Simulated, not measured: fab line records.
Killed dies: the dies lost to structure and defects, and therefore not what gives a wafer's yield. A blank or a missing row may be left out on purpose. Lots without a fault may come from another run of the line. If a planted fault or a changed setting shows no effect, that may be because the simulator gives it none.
fab line records ; flow n5Finfet
[record] lots = 12; wafers = 31; lastDay = 19
route steps=1938 shown BEOL_M10@1525 BEOL_M11@1550 PASSIVATION@1936
lots with no fault: from the same line, run without faults
startH: the number of hours between the record's first day and the start of the first shown wafer of the lot ; waitH: hours since the lot's step before ; " unchanged from the row above ; L1.1+2: one row covering several wafers at once ; - either no value or no given start ; * or withheld: withheld ; < > ~ a bound
route shown NAME@n: names a module that has steps shown in the file, with the first one's number in the route ; usual: mean/standard deviation taken from wafers without a fault ; same: alike in all rows ; chamber/n: place in a boat ; sites: per-site readings ; _std_site: their standard deviation ; _edge_site: the outer-site mean with the inner-site mean subtracted ; radiusMm: for every site, how far away it sits from the centre of the wafer ; mask NAME#n: copy n ; behind: tool/chamber where the wafer was last shaped ; hold: reason for holding the lot/hours on hold/outcome of the hold ; device: transistor that didn't switch, given as n, p or np ; end of line: the tests these same wafers got at the end of their route ; for a step that has no rows: nothing shown but its recipe ; killed: not the wafer's yield, but the dies lost to structure and defects at the first sort ; map: shows each die of a wafer: x if killed, . if not, _ if none is there
set.NAME: the setting the step ran with; set.NAME@STEP: the setting that earlier step ran with ; model.NAME: the simulator's own value behind a step, which no gauge read
route steps across a sampled set of lots; one table per step, one row per wafer
services: from which hour (startH, from the record's first day; less than 0 if before it) a tool's chamber was out of use, for how many hours, and why
[[steps]]
[step N5_BEOL_M10_SURFACE_TREAT_76]
[recipe] gas = Ar; timeS = *; ionEnergyEv = *; ionCurrentMaCm2 = 0.5; pressureMtorr = *; arFlowSccm = 30
[usual] pressureMtorr = *; throttleValvePct = *
lot.wafer;tool;chamber;startH;waitH;pressureMtorr;throttleValvePct
L575.2;pvdSputter-02;-;281.48;0.2;*;*
L575.5;pvdSputter-02;-;281.48;0.2;*;*
L575.6;pvdSputter-02;-;281.48;0.2;*;*
L577.3;pvdSputter-02;-;286.56;0.4;*;*
L577.5;pvdSputter-02;-;286.56;0.4;*;*
L577.6;pvdSputter-02;-;286.56;0.4;*;*
L576.1;pvdSputter-03;-;292.23;0.2;*;*
L576.2;pvdSputter-03;-;292.23;0.2;*;*
L579.1;pvdSputter-02;-;297.80;2.8;*;*
L579.4;pvdSputter-02;-;297.80;2.8;*;*
L581.2;pvdSputter-03;-;319.31;0.4;*;*
L581.4;pvdSputter-03;-;319.31;0.4;*;*
L581.5;pvdSputter-03;-;319.31;0.4;*;*
L585.1;pvdSputter-02;-;336.17;0.2;*;*
L585.3;pvdSputter-02;-;336.17;0.2;*;*
L584.1;pvdSputter-03;-;341.55;0.2;*;*
L584.4;pvdSputter-03;-;341.55;0.2;*;*
L587.1;pvdSputter-02;-;342.07;0.2;*;*
L587.3;pvdSputter-02;-;342.07;0.2;*;*
L588.2;pvdSputter-02;-;363.06;0.2;*;*
L588.3;pvdSputter-02;-;363.06;0.2;*;*
L588.5;pvdSputter-02;-;363.06;0.2;*;*
L591.1;pvdSputter-03;-;375.75;0.2;*;*
L591.2;pvdSputter-03;-;375.75;0.2;*;*
L591.3;pvdSputter-03;-;375.75;0.2;*;*
L589.1;pvdSputter-01;-;383.44;0.2;*;*
L589.2;pvdSputter-01;-;383.44;0.2;*;*
L589.6;pvdSputter-01;-;383.44;0.2;*;*
L593.1;pvdSputter-02;-;410.43;0.2;*;*
L593.3;pvdSputter-02;-;410.43;0.2;*;*
L593.5;pvdSputter-02;-;410.43;0.2;*;*
[step N5_BEOL_M11_OVL_MEAS_12]
[recipe] pointsPerWafer = 44
[usual] M11_OVL = -0.1/0.83
lot.wafer;tool;chamber;startH;waitH;M11_OVL[nm]
L575.2;overlay-02;0;285.67;0.0;0.1
L575.5;overlay-02;0;285.67;0.0;-0.8
L575.6;overlay-02;0;285.67;0.0;0.2
L577.3;overlay-02;0;291.43;0.0;-0.3
L577.5;overlay-02;0;291.43;0.0;-0.1
L577.6;overlay-02;0;291.43;0.0;1.6
L576.1;overlay-01;0;295.50;0.0;0.3
L576.2;overlay-01;0;295.50;0.0;-0.3
L579.1;overlay-01;0;302.50;0.0;-0.4
L579.4;overlay-01;0;302.50;0.0;-0.4
L581.2;overlay-02;0;323.36;0.0;0.6
L581.4;overlay-02;0;323.36;0.0;0.1
L581.5;overlay-02;0;323.36;0.0;-0.1
L585.1;overlay-02;0;343.10;0.0;-1.6
L585.3;overlay-02;0;343.10;0.0;-1.1
L584.1;overlay-02;0;345.62;0.0;-0.6
L584.4;overlay-02;0;345.62;0.0;0.4
L587.1;overlay-01;0;346.08;0.0;0.1
L587.3;overlay-01;0;346.08;0.0;0.6
L588.2;overlay-01;0;369.02;0.0;0.5
L588.3;overlay-01;0;369.02;0.0;0.4
L588.5;overlay-01;0;369.02;0.0;0.3
L591.1;overlay-01;0;383.19;0.0;-0.1
L591.2;overlay-01;0;383.19;0.0;-0.3
L591.3;overlay-01;0;383.19;0.0;1.0
L589.1;overlay-02;0;386.75;0.0;1.1
L589.2;overlay-02;0;386.75;0.0;-0.6
L589.6;overlay-02;0;386.75;0.0;-0.7
L593.1;overlay-01;0;413.89;0.0;-0.2
L593.3;overlay-01;0;413.89;0.0;-0.8
L593.5;overlay-01;0;413.89;0.0;-0.4
[step N5_BEOL_M11_ETCH_61]
[recipe] chemistry = CF4; target = SiARC; targetDepthA = 390; maskMaterial = CAR-ArF; timeS = 65; ionEnergyEv = 80; pressureMtorr = 40; sourceW = 545; biasW = 36; Ar_flow_sccm = 100; cf4FlowSccm = 100; ends = cleared
[usual] chamberPressureMTorr = 40.00/0.042; drypumpMotorCurrentA = 6.0/0.44; etchRfOnTimeS = 65.8/1.3; oesProductAu = 0.67/0.089; rfFwdPowerW = 538.8/2.7; rfVppV = 183.7/1.4; showerheadPlenumPTorr = 2.12/0.09; throttleValvePct = 15.6/0.31
lot.wafer;tool;chamber;startH;waitH;chamberPressureMTorr;drypumpMotorCurrentA;etchRfOnTimeS;oesProductAu;rfFwdPowerW;rfHoursCounterH;rfVppV;showerheadPlenumPTorr;throttleValvePct
L575.2;rieDiel-06;0;285.90;0.0;40.03;6.0;64.6;0.78;535.2;21;182.8;2.10;15.2
L575.5;rieDiel-06;1;285.90;0.0;39.98;6.0;66.1;0.65;541.3;-;181.4;1.97;15.5
L575.6;rieDiel-06;2;285.90;0.0;39.98;5.6;67.8;0.60;541.9;-;185.0;2.22;15.8
L577.3;rieDiel-06;3;291.52;0.0;39.99;6.7;65.2;0.86;536.2;0;185.7;2.26;15.3
L577.5;rieDiel-06;0;291.52;0.0;39.97;6.0;65.1;0.78;540.6;-;184.4;2.10;15.2
L577.6;rieDiel-06;3;291.52;0.0;39.96;6.7;66.1;0.86;536.6;-;186.9;2.26;15.4
L576.1;rieDiel-02;0;295.59;0.0;40.05;6.7;65.6;0.74;539.0;38;187.2;2.26;15.1
L576.2;rieDiel-02;3;295.59;0.0;39.99;6.2;66.7;0.59;537.1;199;182.8;2.04;16.1
L579.1;rieDiel-01;3;302.71;0.0;40.01;6.3;64.3;0.86;539.7;2;184.4;2.11;15.2
L579.4;rieDiel-01;2;302.71;0.0;39.97;5.4;65.2;0.63;538.9;141;183.3;2.15;15.6
L581.2;rieDiel-02;3;323.69;0.0;39.95;6.2;66.9;0.59;537.5;209;180.6;2.04;16.1
L581.4;rieDiel-02;3;323.69;0.0;40.00;6.2;67.3;0.58;537.7;-;183.1;2.04;16.1
L581.5;rieDiel-02;0;323.69;0.0;40.07;6.7;66.0;0.74;540.6;-;185.2;2.26;15.1
L585.1;rieDiel-02;3;343.19;0.0;40.03;6.2;65.6;0.59;535.8;215;181.9;2.04;16.1
L585.3;rieDiel-02;2;343.19;0.0;39.95;6.6;103.1;0.53;-;168;182.4;1.98;15.7
L584.1;rieDiel-02;0;345.71;0.0;40.00;6.7;65.1;0.74;539.2;54;185.7;2.25;15.1
L584.4;rieDiel-02;1;345.71;0.0;40.02;5.5;108.2;0.53;-;192;184.3;2.21;15.7
L587.1;rieDiel-02;1;346.75;0.0;39.99;5.5;68.1;0.61;538.0;192;184.7;2.21;15.6
L587.3;rieDiel-02;2;346.75;0.0;40.03;6.6;105.3;0.54;-;169;183.1;1.98;15.7
L588.2;rieDiel-06;1;369.12;0.0;40.04;6.0;66.7;0.63;538.2;172;182.4;1.96;15.5
L588.3;rieDiel-06;0;369.12;0.0;39.94;6.0;65.0;0.75;536.5;48;183.9;2.09;15.3
L588.5;rieDiel-06;1;369.12;0.0;40.04;6.0;66.2;0.63;539.9;-;180.6;1.96;15.5
L591.1;rieDiel-01;3;383.29;0.0;40.03;6.3;63.8;0.79;541.3;30;184.5;2.10;15.3
L591.2;rieDiel-01;0;383.29;0.0;39.96;5.9;65.5;0.78;535.4;5;183.1;2.11;15.6
L591.3;rieDiel-01;2;383.29;0.0;39.99;5.4;65.5;0.62;543.5;168;183.1;2.14;15.7
L589.1;rieDiel-01;1;386.85;0.0;40.05;5.5;63.9;0.79;539.6;17;184.2;2.10;15.8
L589.2;rieDiel-01;0;386.85;0.0;40.01;5.9;65.8;0.79;532.1;5;183.7;2.11;15.6
L589.6;rieDiel-01;2;386.85;0.0;40.03;5.4;65.9;0.60;540.7;-;183.6;2.14;15.7
L593.1;rieDiel-06;0;414.73;0.0;39.99;6.0;64.8;0.74;539.3;61;182.6;2.09;15.3
L593.3;rieDiel-06;1;414.73;0.0;40.01;6.0;66.1;0.62;538.0;185;181.8;1.96;15.5
L593.5;rieDiel-06;1;414.73;0.0;40.02;6.0;66.2;0.61;540.3;-;182.6;1.96;15.6
[step N5_BEOL_M11_HM_OPEN_17]
[recipe] chemistry = Cl2/BCl3; targetDepthA = 200; overetchA = 60; target = TiN; maskMaterial = SOC; ionEnergyEv = 150; pressureMtorr = 10; icpW = 1000; biasW = 126; Cl2_flow_sccm = 53.25; bcl3FlowSccm = 21.75; Ar_flow_sccm = 25
[usual] chamberPressureMTorr = 10.000/0.0087; drypumpMotorCurrentA = 5.6/0.49; oesProductAu = 0.71/0.07; rfFwdPowerW = 991/4.8; throttleValvePct = 22.06/0.15
lot.wafer;tool;chamber;startH;waitH;chamberPressureMTorr;drypumpMotorCurrentA;oesProductAu;rfFwdPowerW;rfHoursCounterH;throttleValvePct
L575.2;rieMetal-03;1;286.14;0.0;10.005;5.3;0.81;980;3;22.04
L575.5;rieMetal-03;1;286.14;0.0;9.985;5.3;0.82;982;-;22.07
L575.6;rieMetal-03;0;286.14;0.0;9.985;5.5;0.67;992;-;22.09
L577.3;rieMetal-03;1;291.79;0.1;10.013;5.3;0.82;987;-;22.04
L577.5;rieMetal-03;1;291.79;0.1;9.997;5.3;0.81;985;-;22.03
L577.6;rieMetal-03;0;291.79;0.1;9.988;5.5;0.68;991;-;22.05
L576.1;rieMetal-02;0;295.83;0.0;9.989;4.9;0.72;996;20;21.96
L576.2;rieMetal-02;1;295.83;0.0;9.994;5.9;0.69;993;33;21.80
L579.1;rieMetal-02;1;302.95;0.0;9.993;5.9;0.69;992;34;21.80
L579.4;rieMetal-02;1;302.95;0.0;10.001;5.9;0.69;1000;-;21.81
L581.2;rieMetal-02;1;323.93;0.0;10.000;5.9;0.69;998;37;21.79
L581.4;rieMetal-02;0;323.93;0.0;10.003;4.9;0.72;993;-;21.96
L581.5;rieMetal-02;0;323.93;0.0;10.001;4.9;0.72;993;-;21.97
L585.1;rieMetal-03;1;343.43;0.0;10.013;5.3;0.78;989;9;22.05
L585.3;rieMetal-03;0;343.43;0.0;10.008;5.4;0.65;994;-;22.07
L584.1;rieMetal-03;0;345.95;0.0;10.001;5.5;0.65;996;42;22.08
L584.4;rieMetal-03;1;345.95;0.0;9.995;5.3;0.77;982;-;22.08
L587.1;rieMetal-02;1;346.99;0.0;9.995;5.9;0.66;991;40;21.81
L587.3;rieMetal-02;0;346.99;0.0;9.997;4.9;0.70;991;-;21.98
L588.2;rieMetal-03;0;369.35;0.0;9.998;5.5;0.65;992;44;22.09
L588.3;rieMetal-03;1;369.35;0.0;10.007;5.3;0.77;986;-;22.06
L588.5;rieMetal-03;1;369.35;0.0;10.002;5.3;0.77;982;-;22.05
L591.1;rieMetal-03;0;383.52;0.0;10.001;5.4;0.65;996;46;22.10
L591.2;rieMetal-03;1;383.52;0.0;9.998;5.3;0.75;982;13;22.07
L591.3;rieMetal-03;1;383.52;0.0;10.011;5.3;0.76;986;-;22.06
L589.1;rieMetal-03;1;387.08;0.0;10.017;5.3;0.76;985;13;22.07
L589.2;rieMetal-03;1;387.08;0.0;10.008;5.3;0.76;987;-;22.05
L589.6;rieMetal-03;1;387.08;0.0;10.003;5.3;0.77;988;-;22.07
L593.1;rieMetal-01;1;414.97;0.0;9.992;6.0;0.58;996;95;22.36
L593.3;rieMetal-01;1;414.97;0.0;9.987;6.0;0.58;999;-;22.38
L593.5;rieMetal-01;0;414.97;0.0;9.995;6.5;0.74;986;-;21.98
[step N5_PASSIVATION_PROBE_49]
[usual] defectLimitedYield = 91.3/1.3; killed_at_M0_to_M3 = 34/9.1; killed_at_M4_up = 14/5.6; killedAtContacts = 13/5.9; killedAtFrontEnd = 39/11; killedAtOther = 3.6/3; killedDies = 102/16; killedOpen = 68/12; killedShort = 33/7.3; sort_bin_4_leakage = 0.00/0.01; sort_bin_5_function = 5.2/0.89; sort_bin_6_memory = 3.2/0.68; sortNPass = 1078/16; sortYieldPct = 91.3/1.3
[same] grossDies = 1180; killedAtBackSide = 0; sort_bin_8_speed[%] = 0
lot.wafer;tool;chamber;startH;waitH;defectLimitedYield[%];killed_at_M0_to_M3;killed_at_M4_up;killedAtContacts;killedAtFrontEnd;killedAtOther;killedDies;killedOpen;killedShort;sort_bin_4_leakage[%];sort_bin_5_function[%];sort_bin_6_memory[%];sortNPass;sortYieldPct[%]
L575.2;prober-01;-;332.52;0.1;92.5;28;13;4;41;3;89;59;30;0;5.3;1.9;1091;92.5
L575.5;prober-01;-;332.67;0.2;90.5;34;24;1;44;9;112;72;37;0;4.9;4.3;1068;90.5
L575.6;prober-01;-;332.72;0.3;92.5;25;15;6;41;1;88;63;23;0;4.4;2.7;1092;92.5
L577.3;prober-01;-;334.15;0.1;92.3;30;12;4;39;6;91;52;38;0;4.4;3.1;1089;92.3
L577.5;prober-01;-;334.25;0.2;90.3;32;17;17;48;1;115;76;39;0;5.0;4.2;1065;90.3
L577.6;prober-01;-;334.30;0.3;93.5;27;14;4;32;0;77;56;21;0;3.9;2.5;1103;93.5
L576.1;prober-01;-;341.74;0.0;87.8;49;10;12;70;3;144;99;44;0;7.8;4.3;1036;87.8
L576.2;prober-01;-;341.79;0.1;88.6;50;13;18;52;2;135;89;44;0;6.6;4.4;1045;88.6
L579.1;prober-02;-;348.79;0.0;88.6;29;9;7;79;10;134;87;47;0.08;5.9;5.0;1045;88.6
L579.4;prober-02;-;348.94;0.2;88.4;29;18;15;72;3;137;90;46;0;7.2;4.2;1043;88.4
L581.2;prober-01;-;368.37;0.1;91.1;29;18;15;42;1;105;67;36;0;6.1;2.5;1075;91.1
L581.4;prober-01;-;368.47;0.2;89.2;32;34;15;45;2;128;86;33;0;6.5;3.5;1052;89.2
L581.5;prober-01;-;368.52;0.2;90.1;25;28;27;34;3;117;87;29;0;6.0;3.6;1063;90.1
L585.1;prober-02;-;385.13;0.0;92.4;24;6;13;47;0;90;66;21;0;5.1;2.5;1090;92.4
L585.3;prober-02;-;385.23;0.1;92.2;24;6;22;34;6;92;61;30;0;4.0;3.6;1088;92.2
L584.1;prober-01;-;397.93;0.0;90.7;53;21;4;30;2;110;70;39;0;5.4;3.4;1070;90.7
L584.4;prober-01;-;398.08;0.2;90.7;42;18;12;29;9;110;79;28;0;5.8;3.1;1070;90.7
L587.1;prober-01;-;399.92;0.0;91.8;34;11;6;40;6;97;63;34;0;5.2;2.8;1083;91.8
L587.3;prober-01;-;400.02;0.1;90.8;29;13;14;48;4;108;76;32;0;6.3;2.6;1072;90.8
L588.2;prober-02;-;417.43;0.1;90.8;38;25;14;31;1;109;75;32;0;6.8;2.2;1071;90.8
L588.3;prober-02;-;417.48;0.1;92.2;31;8;10;41;2;92;54;38;0;4.9;2.6;1088;92.2
L588.5;prober-02;-;417.58;0.2;92.4;39;15;6;29;1;90;47;41;0;4.3;3.0;1090;92.4
L591.1;prober-02;-;436.19;0.0;93.1;20;21;10;31;0;82;55;26;0;4.0;2.6;1098;93.1
L591.2;prober-02;-;436.24;0.1;92.9;25;20;14;21;4;84;57;25;0;3.6;3.3;1096;92.9
L591.3;prober-02;-;436.29;0.1;92.0;22;23;20;27;2;94;63;25;0;4.7;2.5;1086;92.0
L589.1;prober-01;-;439.81;0.0;91.5;14;17;15;51;3;100;62;38;0;5.2;3.1;1080;91.5
L589.2;prober-01;-;439.86;0.1;91.5;26;10;12;51;1;100;42;56;0;5.3;2.5;1080;91.5
L589.6;prober-01;-;440.06;0.3;93.0;19;18;17;28;1;83;53;28;0;3.7;3.1;1097;93.0
L593.1;prober-02;-;462.47;0.0;91.9;22;8;19;45;2;96;48;41;0;4.7;2.5;1084;91.9
L593.3;prober-02;-;462.57;0.1;94.3;24;6;9;27;1;67;40;24;0;3.4;2.0;1113;94.3
L593.5;prober-02;-;462.67;0.2;92.4;35;14;15;26;0;90;65;21;0;4.6;3.1;1090;92.4
// killed by level:class
L575.2 BEOL_M0_SAQP:geometricParticle:short=8 FIN_SAQP:geometricParticle:open=7 STI_FIN_REVEAL:geometricParticle:open=7 BEOL_M0_SAQP:geometricParticle:open=6 STARTING-WAFER:geometricParticle:open=5 ILD0:geometricParticle:open=4 BEOL_M2:geometricParticle:open=4 MOL_CONTACT_COAG:geometricParticle:open=4
L575.5 STI_FIN_REVEAL:geometricParticle:open=12 BEOL_M2:geometricParticle:open=7 BEOL_M1:geometricParticle:open=7 BEOL_M4:geometricParticle:open=7 BEOL_M6:geometricParticle:open=6 STI_FIN_REVEAL:geometricParticle:short=5 FIN_SAQP:geometricParticle:short=4 BEOL_M3:geometricParticle:open=4
L575.6 FIN_SAQP:geometricParticle:open=10 STI_FIN_REVEAL:geometricParticle:open=8 BEOL_M1:geometricParticle:open=7 BEOL_M4:geometricParticle:open=7 FIN_SAQP:geometricParticle:short=5 BEOL_M5:geometricParticle:open=5 BEOL_M2:geometricParticle:open=5 MOL_CONTACT_COAG:geometricParticle:open=4
L577.3 STI_FIN_REVEAL:geometricParticle:open=16 BEOL_M0_SAQP:geometricParticle:short=12 BEOL_M0_SAQP:geometricParticle:open=6 BEOL_M2:geometricParticle:open=6 STI_FIN_REVEAL:geometricParticle:short=4 GATE_CUT:geometricParticle:short=4 MOL_CONTACT_COAG:geometricParticle:open=4 BEOL_M2:geometricParticle:short=4
L577.5 STI_FIN_REVEAL:geometricParticle:open=15 MOL_CONTACT_COAG:geometricParticle:open=15 BEOL_M0_SAQP:geometricParticle:open=11 STI_FIN_REVEAL:geometricParticle:short=7 BEOL_M2:geometricParticle:short=7 FIN_SAQP:geometricParticle:open=6 BEOL_M2:geometricParticle:open=6 BEOL_M5:geometricParticle:open=5
L577.6 STI_FIN_REVEAL:geometricParticle:open=15 BEOL_M0_SAQP:geometricParticle:short=11 DUMMY_GATE:geometricParticle:open=8 BEOL_M4:geometricParticle:open=6 BEOL_M2:geometricParticle:open=4 MOL_CONTACT_COAG:geometricParticle:open=4 BEOL_M0_SAQP:geometricParticle:open=4 BEOL_M6:geometricParticle:open=3
L576.1 STI_FIN_REVEAL:geometricParticle:open=20 FIN_SAQP:geometricParticle:open=18 BEOL_M0_SAQP:geometricParticle:open=16 BEOL_M0_SAQP:geometricParticle:short=11 BEOL_M2:geometricParticle:open=11 MOL_CONTACT_COAG:geometricParticle:open=10 FIN_SAQP:geometricParticle:short=9 BEOL_M4:geometricParticle:open=5
L576.2 MOL_CONTACT_COAG:geometricParticle:open=16 FIN_SAQP:geometricParticle:open=14 BEOL_M0_SAQP:geometricParticle:open=12 BEOL_M3:geometricParticle:open=11 FIN_SAQP:geometricParticle:short=8 BEOL_M2:geometricParticle:open=8 GATE_CUT:geometricParticle:short=7 BEOL_M0_SAQP:geometricParticle:short=7
L579.1 FIN_SAQP:geometricParticle:open=27 GATE_CUT:geometricParticle:short=13 DUMMY_GATE:geometricParticle:open=7 MOL_CONTACT_COAG:geometricParticle:open=7 FIN_SAQP:geometricParticle:short=6 BEOL_M2:geometricParticle:open=6 ILD0:geometricParticle:open=6 STI_FIN_REVEAL:geometricParticle:open=5
L579.4 FIN_SAQP:geometricParticle:open=26 MOL_CONTACT_COAG:geometricParticle:open=13 GATE_CUT:geometricParticle:short=12 FIN_SAQP:geometricParticle:short=7 GATE_CUT:geometricParticle:open=6 BEOL_M4:geometricParticle:open=6 BEOL_M1:geometricParticle:open=5 ILD0:geometricParticle:open=5
L581.2 FIN_SAQP:geometricParticle:open=14 MOL_CONTACT_COAG:geometricParticle:open=8 BEOL_M3:geometricParticle:open=7 MOL_CONTACT_COAG:geometricParticle:short=7 BEOL_M4:geometricParticle:open=7 FIN_SAQP:geometricParticle:short=6 STI_FIN_REVEAL:geometricParticle:open=5 BEOL_M2:geometricParticle:open=5
L581.4 BEOL_M4:geometricParticle:open=21 MOL_CONTACT_COAG:geometricParticle:open=13 BEOL_M0_SAQP:geometricParticle:short=10 FIN_SAQP:geometricParticle:open=9 STI_FIN_REVEAL:geometricParticle:open=9 HKMG_FIN:areaEtch=8 BEOL_M4:geometricParticle:short=7 BEOL_M3:geometricParticle:open=6
L581.5 MOL_CONTACT_COAG:geometricParticle:open=22 BEOL_M4:geometricParticle:open=19 FIN_SAQP:geometricParticle:open=12 FIN_SAQP:geometricParticle:short=10 BEOL_M0_SAQP:geometricParticle:open=6 BEOL_M2:geometricParticle:open=6 STI_FIN_REVEAL:geometricParticle:open=5 MOL_CONTACT_COAG:geometricParticle:short=5
L585.1 STI_FIN_REVEAL:geometricParticle:open=13 FIN_SAQP:geometricParticle:open=10 MOL_CONTACT_COAG:geometricParticle:open=7 BEOL_M3:geometricParticle:open=7 MOL_CONTACT_COAG:geometricParticle:short=6 BEOL_M2:geometricParticle:open=6 STARTING-WAFER:geometricParticle:open=6 BEOL_M1:geometricParticle:open=5
L585.3 MOL_CONTACT_COAG:geometricParticle:open=20 STI_FIN_REVEAL:geometricParticle:open=9 GATE_CUT:geometricParticle:short=6 BEOL_M0_SAQP:geometricParticle:open=5 STI_FIN_REVEAL:geometricParticle:short=4 GATE_CUT:geometricParticle:open=4 BEOL_M2:geometricParticle:open=4 BEOL_M0_SAQP:geometricParticle:short=4
L584.1 BEOL_M0_SAQP:geometricParticle:open=17 BEOL_M0_SAQP:geometricParticle:short=14 BEOL_M4:geometricParticle:open=13 FIN_SAQP:geometricParticle:open=6 FIN_SAQP:geometricParticle:short=6 BEOL_M2:geometricParticle:open=6 BEOL_M1:geometricParticle:open=4 BEOL_M2:geometricParticle:short=4
L584.4 BEOL_M0_SAQP:geometricParticle:open=14 MOL_CONTACT_COAG:geometricParticle:open=12 BEOL_M4:geometricParticle:open=11 BEOL_M2:geometricParticle:open=8 BEOL_M3:geometricParticle:open=6 STI_FIN_REVEAL:geometricParticle:open=4 BEOL_M0_SAQP:geometricParticle:short=4 FIN_SAQP:geometricParticle:open=3
L587.1 FIN_SAQP:geometricParticle:short=11 STI_FIN_REVEAL:geometricParticle:open=9 BEOL_M4:geometricParticle:open=7 FIN_SAQP:geometricParticle:open=6 BEOL_M3:geometricParticle:open=6 BEOL_M0_SAQP:geometricParticle:short=5 BEOL_M1:geometricParticle:open=5 MOL_CONTACT_COAG:geometricParticle:open=4
L587.3 STI_FIN_REVEAL:geometricParticle:open=15 MOL_CONTACT_COAG:geometricParticle:open=12 BEOL_M2:geometricParticle:open=10 BEOL_M0_SAQP:geometricParticle:short=7 DUMMY_GATE:geometricParticle:open=7 GATE_CUT:geometricParticle:short=7 BEOL_M4:geometricParticle:open=5 FIN_SAQP:geometricParticle:open=4
L588.2 MOL_CONTACT_COAG:geometricParticle:open=10 BEOL_M2:geometricParticle:open=10 BEOL_M0_SAQP:geometricParticle:open=9 FIN_SAQP:geometricParticle:open=7 BEOL_M0_SAQP:geometricParticle:short=6 BEOL_M3:geometricParticle:open=6 DUMMY_GATE:geometricParticle:open=5 GATE_CUT:geometricParticle:short=5
L588.3 FIN_SAQP:geometricParticle:short=9 FIN_SAQP:geometricParticle:open=9 MOL_CONTACT_COAG:geometricParticle:open=9 BEOL_M0_SAQP:geometricParticle:short=7 BEOL_M0_SAQP:geometricParticle:open=7 DUMMY_GATE:geometricParticle:open=5 BEOL_M2:geometricParticle:open=5 BEOL_M3:geometricParticle:open=5
L588.5 BEOL_M0_SAQP:geometricParticle:short=11 BEOL_M0_SAQP:geometricParticle:open=8 GATE_CUT:geometricParticle:short=7 BEOL_M1:geometricParticle:short=7 BEOL_M3:geometricParticle:open=7 FIN_SAQP:geometricParticle:short=5 MOL_CONTACT_COAG:geometricParticle:open=5 BEOL_M2:geometricParticle:open=5
L591.1 FIN_SAQP:geometricParticle:short=9 MOL_CONTACT_COAG:geometricParticle:open=9 BEOL_M4:geometricParticle:open=9 FIN_SAQP:geometricParticle:open=6 BEOL_M0_SAQP:geometricParticle:open=5 STI_FIN_REVEAL:geometricParticle:open=4 BEOL_M3:geometricParticle:open=4 BEOL_M0_SAQP:geometricParticle:short=3
L591.2 BEOL_M3:geometricParticle:open=10 MOL_CONTACT_COAG:geometricParticle:open=9 BEOL_M4:geometricParticle:open=9 BEOL_M2:geometricParticle:open=6 FIN_SAQP:geometricParticle:short=5 MOL_CONTACT_COAG:geometricParticle:short=5 FIN_SAQP:geometricParticle:open=4 BEOL_M7:geometricParticle:open=4
L591.3 MOL_CONTACT_COAG:geometricParticle:open=15 BEOL_M4:geometricParticle:open=10 STI_FIN_REVEAL:geometricParticle:open=6 BEOL_M3:geometricParticle:short=6 FIN_SAQP:geometricParticle:open=5 MOL_CONTACT_COAG:geometricParticle:short=5 BEOL_M5:geometricParticle:open=5 HKMG_FIN:areaEtch=5
L589.1 FIN_SAQP:geometricParticle:short=18 MOL_CONTACT_COAG:geometricParticle:open=12 FIN_SAQP:geometricParticle:open=11 BEOL_M5:geometricParticle:open=8 GATE_CUT:geometricParticle:open=5 BEOL_M1:geometricParticle:open=4 STI_FIN_REVEAL:geometricParticle:open=4 GATE_CUT:geometricParticle:short=4
L589.2 FIN_SAQP:geometricParticle:short=24 MOL_CONTACT_COAG:geometricParticle:short=12 FIN_SAQP:geometricParticle:open=8 BEOL_M1:geometricParticle:open=8 BEOL_M0_SAQP:geometricParticle:short=6 BEOL_M0_SAQP:geometricParticle:open=4 BEOL_M5:geometricParticle:open=4 STI_FIN_REVEAL:geometricParticle:short=3
L589.6 MOL_CONTACT_COAG:geometricParticle:open=11 BEOL_M5:geometricParticle:open=10 FIN_SAQP:geometricParticle:short=9 BEOL_M0_SAQP:geometricParticle:open=5 MOL_CONTACT_COAG:geometricParticle:short=5 BEOL_M0_SAQP:geometricParticle:short=5 BEOL_M1:geometricParticle:open=4 STARTING-WAFER:geometricParticle:short=4
L593.1 FIN_SAQP:geometricParticle:short=13 MOL_CONTACT_COAG:geometricParticle:open=13 BEOL_M3:geometricParticle:open=10 FIN_SAQP:geometricParticle:open=7 MOL_CONTACT_COAG:geometricParticle:short=6 HKMG_FIN:areaEtch=5 BEOL_M2:geometricParticle:short=4 DUMMY_GATE:geometricParticle:open=3
L593.3 BEOL_M3:geometricParticle:open=12 STI_FIN_REVEAL:geometricParticle:open=5 MOL_CONTACT_COAG:geometricParticle:open=5 DUMMY_GATE:geometricParticle:open=4 MOL_CONTACT_COAG:geometricParticle:short=4 ILD0:geometricParticle:short=3 BEOL_M3:geometricParticle:short=3 STARTING-WAFER:geometricParticle:short=3
L593.5 MOL_CONTACT_COAG:geometricParticle:open=12 BEOL_M3:geometricParticle:open=10 BEOL_M2:geometricParticle:open=7 STI_FIN_REVEAL:geometricParticle:open=6 BEOL_M0_SAQP:geometricParticle:short=6 DUMMY_GATE:geometricParticle:open=5 BEOL_M0_SAQP:geometricParticle:open=4 BEOL_M6:geometricParticle:open=4
[[services]]
tool;chamber;startH;hours;kind
rieMetal-03;-;258.27;1.3;repair
rieDiel-06;3;274.05;-;clean
rieDiel-06;3;274.05;-;consumableReplace:focusRing
rieDiel-06;3;274.05;-;consumableReplace:showerhead
rieDiel-06;3;274.05;15.7;scheduledDown
rieDiel-06;3;274.05;15.7;ventCycle
rieDiel-01;3;276.59;-;clean
rieDiel-01;3;276.59;-;consumableReplace:focusRing
rieDiel-01;3;276.59;16.8;scheduledDown
rieDiel-01;3;276.59;16.8;ventCycle
rieMetal-02;-;284.96;0.4;repair
rieDiel-01;1;305.06;-;clean
rieDiel-01;1;305.06;-;consumableReplace:focusRing
rieMetal-03;-;307.27;2.8;pm
rieDiel-01;1;329.54;2.5;repair
rieDiel-01;-;345.20;2.8;pm
rieDiel-01;0;351.30;-;clean
rieDiel-01;0;351.30;-;consumableReplace:focusRing
rieDiel-01;0;351.30;10.8;scheduledDown
rieDiel-01;0;351.30;10.8;ventCycle
rieMetal-01;-;368.34;4.3;pm
rieMetal-03;0;384.87;8.1;repair
rieDiel-01;0;408.56;21.0;repair
[[key]]
[firstSign] step = N5_BEOL_M11_ETCH_61; reading = etchRfOnTimeS; direction = up; sigmas = 32; usual = *; struck = *
effect none on later readings
metAt N5_BEOL_M11_ETCH_61
struckLots L584,L585,L587
struckWafers L584.4,L585.3,L587.3
notActingAt N5_BEOL_M10_SURFACE_TREAT_76,N5_BEOL_M11_OVL_MEAS_12,N5_BEOL_M11_HM_OPEN_17
onsetBetween 323.69 343.19
[fault] kind = processParameterDrift; tool = rieDiel-02; chamber = -; onsetH = 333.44; steps = N5_BEOL_M11_ETCH_61; channel = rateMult; offset = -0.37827; shape = step; endH = 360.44; scope = struckWafersOnly
